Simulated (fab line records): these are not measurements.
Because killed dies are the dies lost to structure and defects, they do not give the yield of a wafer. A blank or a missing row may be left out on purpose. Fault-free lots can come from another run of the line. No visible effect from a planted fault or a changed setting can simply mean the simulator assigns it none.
fab line records    flow nand_harc
record lots=14  wafers=42  last_day=33
route steps=1302 shown A_ONON_D1@431 A_CHANNEL_HOLE_D1@451
lots untouched by any fault: they come from a run of this same line in which no faults occurred
start_h: the number of hours between the record's first day and the start of the first shown wafer of the lot    wait_h: hours from the lot's prior step to this one    " identical to the entry in the row above    L1.1+2: a row that stands for several wafers    - either no value or no given start    * or withheld: withheld    < > ~ a bound
route shown NAME@n: names a module that has steps shown in the file, with the first one's number in the route    usual: mean/standard deviation of fault-free wafers    same: alike in all rows    chamber/n: place in a boat    sites: readings site by site    _std_site: standard deviation of those values    _edge_site: the outer-site mean with the inner-site mean subtracted    radius_mm: how far each site lies from the wafer's centre    mask NAME#n: copy n    behind: tool/chamber where the wafer was last shaped    hold: what put the lot on hold/how long, in hours/how the hold closed    device: transistor that didn't switch, given as n, p or np    end of line: at the end of the route, the tests of the same wafers    a step without rows: its recipe alone    killed: at the first sort, the dies lost to defects and structure; wafer yield is something else    map: shows each die of a wafer: x if killed, . if not, _ if none is there
set.NAME: the setting that was run; set.NAME@STEP: the one run at that earlier step    model.NAME: the simulator's own value behind a step, which no gauge read
steps of the route over a sample of lots; a table a step, a row a wafer
services: a tool's chamber out of use, with start hour (start_h, from the record's first day; less than 0 if before it), hours out, and reason
## steps
# step NHARC_A_ONON_D1_THK_MEAS_11
# recipe thk_meas_gauge=ellipsometry
# usual thk_nm=1000/10
lot.wafer  tool           chamber  start_h  wait_h  thk_nm
L847.1     film_metro-01  -        170.65   -       1000
L847.4     "              -        "        "       1000
L847.6     "              -        "        "       999
L848.2     film_metro-01  -        182.61   -       999
L848.3     "              -        "        "       998
L848.4     "              -        "        "       999
L853.1     film_metro-01  -        232.90   -       1009
L853.3     "              -        "        "       1007
L853.5     "              -        "        "       1010
L852.1     film_metro-02  -        232.90   -       974
L852.2     "              -        "        "       975
L852.4     "              -        "        "       976
L854.2     film_metro-02  -        243.19   -       1008
L854.4     "              -        "        "       1008
L854.5     "              -        "        "       1007
L855.1     film_metro-01  -        259.40   -       989
L855.2     "              -        "        "       991
L855.4     "              -        "        "       991
L856.1     film_metro-02  -        259.43   -       993
L856.4     "              -        "        "       994
L856.6     "              -        "        "       992
L857.1     film_metro-01  -        277.82   -       1001
L857.2     "              -        "        "       1001
L857.5     "              -        "        "       1001
L858.1     film_metro-02  -        284.07   -       1005
L858.2     "              -        "        "       1006
L858.5     "              -        "        "       1005
L859.2     film_metro-01  -        287.66   -       1006
L859.5     "              -        "        "       1006
L859.6     "              -        "        "       1006
L861.2     film_metro-02  -        322.05   -       1001
L861.4     "              -        "        "       1000
L861.5     "              -        "        "       1001
L863.1     film_metro-01  -        331.27   -       994
L863.2     "              -        "        "       994
L863.3     "              -        "        "       994
L868.1     film_metro-01  -        379.56   -       996
L868.4     "              -        "        "       995
L868.6     "              -        "        "       993
L869.3     film_metro-02  -        388.98   -       1014
L869.4     "              -        "        "       1016
L869.6     "              -        "        "       1016
# step NHARC_A_ONON_D1_DEP_28
# recipe target_thk_a=10000  n2_flow_sccm=2750  n2o_flow_sccm=2000  nh3_flow_sccm=500  sih4_flow_sccm=210  temp_c=400
# usual n2_flow_sccm=2752/8.4  susceptor_temp_C=399.97/0.19
lot.wafer  tool           chamber  start_h  wait_h  n2_flow_sccm  susceptor_temp_C
L847.1     pecvd_onon-04  0        180.68   0.1     2745          399.76
L847.4     "              0        "        "       2745          399.91
L847.6     "              0        "        "       2744          399.76
L848.2     pecvd_onon-01  0        192.75   0.1     2742          400.01
L848.3     "              0        "        "       2739          400.00
L848.4     "              0        "        "       2732          400.07
L853.1     pecvd_onon-02  0        242.85   0.1     2747          400.10
L853.3     "              0        "        "       2759          399.95
L853.5     "              0        "        "       2741          400.32
L852.1     pecvd_onon-01  0        242.86   0.1     2748          399.89
L852.2     "              0        "        "       2737          399.80
L852.4     "              0        "        "       2750          399.83
L854.2     pecvd_onon-02  0        255.55   0.1     2755          400.13
L854.4     "              0        "        "       2755          400.19
L854.5     "              0        "        "       2754          400.03
L855.1     pecvd_onon-04  0        269.50   0.1     2755          400.15
L855.2     "              0        "        "       2749          399.96
L855.4     "              0        "        "       2756          399.98
L856.1     pecvd_onon-02  0        269.74   0.3     2764          399.97
L856.4     "              0        "        "       2756          400.06
L856.6     "              0        "        "       2757          399.81
L857.1     pecvd_onon-01  0        287.95   0.1     2748          399.93
L857.2     "              0        "        "       2762          399.65
L857.5     "              0        "        "       2748          400.29
L858.1     pecvd_onon-02  0        294.16   0.1     2741          400.30
L858.2     "              0        "        "       2733          400.19
L858.5     "              0        "        "       2742          400.26
L859.2     pecvd_onon-02  0        297.85   0.1     2761          399.95
L859.5     "              0        "        "       2762          399.99
L859.6     "              0        "        "       2757          399.89
L861.2     pecvd_onon-02  0        332.59   0.1     2754          399.78
L861.4     "              0        "        "       2756          399.68
L861.5     "              0        "        "       2749          399.93
L863.1     pecvd_onon-01  0        340.96   0.1     2758          400.20
L863.2     "              0        "        "       2749          399.83
L863.3     "              0        "        "       2739          399.70
L868.1     pecvd_onon-02  0        389.65   0.1     2739          399.85
L868.4     "              0        "        "       2746          399.75
L868.6     "              0        "        "       2740          399.48
L869.3     pecvd_onon-01  0        402.63   0.2     2750          400.05
L869.4     "              0        "        "       2751          399.84
L869.6     "              0        "        "       2759          400.01
# step NHARC_A_ONON_D1_THK_MEAS_30
# recipe thk_meas_gauge=ellipsometry
# usual thk_nm=998/7.6
lot.wafer  tool           chamber  start_h  wait_h  thk_nm
L847.1     film_metro-01  -        181.19   -       987
L847.4     "              -        "        "       989
L847.6     "              -        "        "       986
L848.2     film_metro-02  -        193.21   -       995
L848.3     "              -        "        "       994
L848.4     "              -        "        "       992
L853.1     film_metro-01  -        243.35   -       990
L853.3     "              -        "        "       989
L853.5     "              -        "        "       991
L852.1     film_metro-02  -        243.39   -       986
L852.2     "              -        "        "       987
L852.4     "              -        "        "       987
L854.2     film_metro-01  -        255.99   -       1000
L854.4     "              -        "        "       998
L854.5     "              -        "        "       1000
L855.1     film_metro-02  -        270.01   -       1005
L855.2     "              -        "        "       1006
L855.4     "              -        "        "       1005
L856.1     film_metro-02  -        270.26   -       992
L856.4     "              -        "        "       992
L856.6     "              -        "        "       993
L857.1     film_metro-02  -        288.49   -       1013
L857.2     "              -        "        "       1012
L857.5     "              -        "        "       1012
L858.1     film_metro-02  -        294.67   -       991
L858.2     "              -        "        "       991
L858.5     "              -        "        "       991
L859.2     film_metro-01  -        298.30   -       1027
L859.5     "              -        "        "       996
L859.6     "              -        "        "       1026
L861.2     film_metro-02  -        333.04   -       1026
L861.4     "              -        "        "       997
L861.5     "              -        "        "       995
L863.1     film_metro-01  -        341.47   -       996
L863.2     "              -        "        "       995
L863.3     "              -        "        "       997
L868.1     film_metro-01  -        390.16   -       1007
L868.4     "              -        "        "       1004
L868.6     "              -        "        "       1006
L869.3     film_metro-02  -        403.02   -       987
L869.4     "              -        "        "       986
L869.6     "              -        "        "       984
# step NHARC_A_ONON_D1_INSPECT_32
# usual raw_defect_count=69/24
lot.wafer  tool               chamber  start_h  wait_h  raw_defect_count
L847.1     defect_inspect-01  -        181.85   0.0     78
L847.4     "                  -        "        "       55
L847.6     "                  -        "        "       47
L848.2     defect_inspect-01  -        193.76   0.0     30
L848.3     "                  -        "        "       23
L848.4     "                  -        "        "       41
L853.1     defect_inspect-01  -        243.88   0.0     61
L853.3     "                  -        "        "       64
L853.5     "                  -        "        "       47
L852.1     defect_inspect-02  -        243.94   0.0     76
L852.2     "                  -        "        "       78
L852.4     "                  -        "        "       53
L854.2     defect_inspect-02  -        256.55   0.0     65
L854.4     "                  -        "        "       57
L854.5     "                  -        "        "       46
L855.1     defect_inspect-02  -        270.59   0.0     66
L855.2     "                  -        "        "       56
L855.4     "                  -        "        "       47
L856.1     defect_inspect-01  -        270.79   0.0     83
L856.4     "                  -        "        "       74
L856.6     "                  -        "        "       45
L857.1     defect_inspect-02  -        289.02   0.0     61
L857.2     "                  -        "        "       127
L857.5     "                  -        "        "       80
L858.1     defect_inspect-01  -        295.20   0.0     55
L858.2     "                  -        "        "       45
L858.5     "                  -        "        "       44
L859.2     defect_inspect-01  -        298.86   0.0     56
L859.5     "                  -        "        "       51
L859.6     "                  -        "        "       57
L861.2     defect_inspect-01  -        333.58   0.0     68
L861.4     "                  -        "        "       67
L861.5     "                  -        "        "       113
L863.1     defect_inspect-01  -        342.00   0.0     31
L863.2     "                  -        "        "       67
L863.3     "                  -        "        "       64
L868.1     defect_inspect-01  -        390.71   0.0     79
L868.4     "                  -        "        "       196
L868.6     "                  -        "        "       73
L869.3     defect_inspect-02  -        403.58   0.0     78
L869.4     "                  -        "        "       107
L869.6     "                  -        "        "       79
# step NHARC_A_CHANNEL_HOLE_D1_DEP_01
# recipe target_thk_a=1400  target_thk_nm=140  temp_c=400  pressure_torr=3.5  flow_sccm=200  rf_w=350  material=SiON
# usual heater_power_w=780/120  rf_fwd_power_W=348.8/1.1  susceptor_temp_C=399.99/0.22
lot.wafer  tool      chamber  start_h  wait_h  heater_power_w  rf_fwd_power_W  susceptor_temp_C
L847.1     pecvd-01  0        183.85   1.6     979             347.5           399.82
L847.6     "         2        "        "       584             347.0           400.04
L847.4     "         1        "        "       993             347.3           400.26
L848.2     pecvd-01  0        195.99   1.5     860             348.4           399.83
L848.3     "         2        "        "       621             348.2           400.12
L848.4     "         0        "        "       885             349.3           400.03
L853.1     pecvd-02  0        245.97   1.7     616             348.0           400.23
L853.3     "         2        "        "       784             349.0           399.72
L853.5     "         1        "        "       708             349.2           399.83
L852.2     pecvd-03  2        245.99   1.3     701             348.9           400.32
L852.1     "         0        "        "       745             347.5           399.98
L852.4     "         0        "        "       741             347.0           400.05
L854.2     pecvd-01  1        262.02   1.3     971             349.0           399.90
L854.5     "         0        "        "       956             347.9           399.67
L854.4     "         1        "        "       986             350.4           399.74
L855.1     pecvd-02  1        272.61   1.6     726             348.8           400.07
L855.2     "         2        "        "       813             348.9           400.13
L855.4     "         0        "        "       638             347.1           399.77
L856.1     pecvd-01  0        273.44   1.6     939             348.9           399.92
L856.6     "         0        "        "       946             351.0           399.86
L856.4     "         1        "        "       913             348.0           400.40
L857.1     pecvd-01  2        291.02   1.6     635             350.1           400.27
L857.2     "         0        "        "       937             349.9           400.29
L857.5     "         2        "        "       633             349.9           399.95
L858.2     pecvd-02  2        299.05   1.3     818             350.2           399.76
L858.1     "         0        "        "       687             351.4           399.98
L858.5     "         0        "        "       698             351.3           400.08
L859.2     pecvd-01  0        301.01   1.3     892             350.1           400.37
L859.5     "         0        "        "       898             350.9           399.77
L859.6     "         2        "        "       639             349.0           400.15
L861.2     pecvd-03  2        335.58   1.3     704             346.9           400.12
L861.4     "         2        "        "       729             347.8           399.94
L861.5     "         0        "        "       684             347.2           400.06
L863.2     pecvd-03  1        344.74   1.3     644             350.5           399.93
L863.1     "         2        "        "       836             347.3           400.10
L863.3     "         0        "        "       678             347.5           400.14
L868.1     pecvd-01  0        392.69   1.6     872             348.6           399.87
L868.4     "         0        "        "       865             348.7           399.71
L868.6     "         1        "        "       998             348.8           399.90
L869.3     pecvd-03  0        409.24   1.0     686             347.9           399.91
L869.4     "         2        "        "       821             348.6           400.10
L869.6     "         0        "        "       678             346.4           400.09
## services
tool           chamber  start_h  hours  kind
pecvd_onon-04  -        160.95   3.4    repair
pecvd-02       1        163.86   18.8   repair
pecvd-02       -        182.63   2.3    repair
pecvd_onon-02  -        185.00   13.0   pm
pecvd-03       -        185.04   13.0   pm
pecvd-02       -        227.14   13.0   pm
pecvd_onon-01  -        269.29   13.0   pm
pecvd-01       -        272.10   1.3    repair
pecvd-03       0        281.05   4.7    repair
pecvd_onon-02  -        289.74   1.6    repair
pecvd-01       0        310.74   23.1   repair
pecvd-01       -        311.27   13.0   pm
pecvd-01       1        311.27   13.0   vent_cycle
pecvd-01       2        311.27   13.0   vent_cycle
pecvd_onon-04  -        311.63   13.0   pm
pecvd-01       1        324.27   -      clean
pecvd-01       2        324.27   -      clean
pecvd_onon-01  -        356.32   0.0    repair
pecvd_onon-02  -        366.00   13.0   pm
pecvd-03       -        366.04   13.0   pm
pecvd-02       -        372.54   2.8    repair
pecvd-01       1        397.00   4.0    repair
pecvd-01       -        406.79   8.3    repair
pecvd-02       -        408.55   13.0   pm
## key
first_sign step=NHARC_A_ONON_D1_THK_MEAS_30  reading=thk_nm  direction=up  sigmas=3.8  usual=998  struck=1026
effect none on later readings
met_at NHARC_A_ONON_D1_DEP_28
struck_lots L859,L861
struck_wafers L859.2,L859.6,L861.2
sort_left_out L859.2,L859.6,L861.2
tester_left_out L859,L861
not_acting_at NHARC_A_ONON_D1_THK_MEAS_11,NHARC_A_ONON_D1_INSPECT_32,NHARC_A_CHANNEL_HOLE_D1_DEP_01
onset_between 294.16 297.85
fault kind=process_parameter_drift  tool=pecvd_onon-02  chamber=-  onset_h=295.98  steps=NHARC_A_ONON_D1_DEP_28  channel=target_thk_a  offset=*  shape=step  end_h=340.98  scope=struck_wafers_only  acts_in=*  stated=*
# tester_left_out: of these lots the tester's yield and bins aren't shown, on N5 and GAA mostly nor the transistor test; their killed dies are dies lost to structure and defects alone, not to doping, threshold or leakage, so they don't give the yield
# sort_left_out: the simulated sort isn't trusted on such a fault, so these wafers' sort isn't shown, and their yield isn't known
